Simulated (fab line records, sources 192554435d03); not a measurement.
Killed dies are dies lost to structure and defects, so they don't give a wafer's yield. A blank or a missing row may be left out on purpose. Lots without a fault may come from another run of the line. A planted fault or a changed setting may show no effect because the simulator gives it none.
Chamber matching | flow n5_finfet | N5_BEOL_M8_ETCH_62 on rie_diel-04: 4 sister chambers
The step etches SOC in N2/H2, target depth 110 nm, overetch 22 nm, time 165 s. 8 wafers are shown with their chamber, then 10 later ones without.

WAFERS WITH THEIR CHAMBER
wafer  | chamber | drypump_motor_current_A (A) | showerhead_plenum_p_Torr (Torr)
L081.5 | 3       | 6.3                         | 2.61
L087.2 | 0       | 6.0                         | 2.41
L087.6 | 0       | 6.0                         | 2.40
L089.1 | 2       | 5.5                         | 2.46
L089.4 | 1       | 6.7                         | 2.63
L089.6 | 2       | 5.6                         | 2.46
L093.4 | 1       | 6.6                         | 2.63
L093.5 | 3       | 6.3                         | 2.60

WAFERS WITHOUT THEIR CHAMBER
wafer  | drypump_motor_current_A (A) | showerhead_plenum_p_Torr (Torr)
L093.6 | 5.5                         | 2.46
L094.1 | 5.5                         | 2.46
L094.4 | 6.3                         | 2.60
L094.6 | 6.6                         | 2.63
L092.1 | 5.5                         | 2.46
L092.3 | 6.0                         | 2.40
L092.4 | 6.3                         | 2.60
L096.2 | 5.6                         | 2.46
L096.4 | 6.0                         | 2.40
L096.5 | 6.6                         | 2.63

WHICH CHAMBER EACH WENT THROUGH
wafer  | from the rows above | in truth
L093.6 | 2                   | 2
L094.1 | 2                   | 2
L094.4 | 3                   | 3
L094.6 | 1                   | 1
L092.1 | 2                   | 2
L092.3 | 0                   | 0
L092.4 | 3                   | 3
L096.2 | 2                   | 2
L096.4 | 0                   | 0
L096.5 | 1                   | 1
Placed correctly: 10 of 10. Can't be placed from these rows: 0. Placed wrongly: 0.
How it was worked out, from the rows above alone: a wafer's distance from a chamber is the root of the sum, over the readings, of the square of ((its reading less the chamber's mean) divided by the reading's scatter). The wafer belongs to the nearest chamber; if the next one is less than 2 further off, it can't be placed. A chamber's mean is the mean of its shown wafers. The scatter: the root of (the sum of the squares of (reading less its chamber's mean) over the shown wafers, divided by (wafers less chambers)).
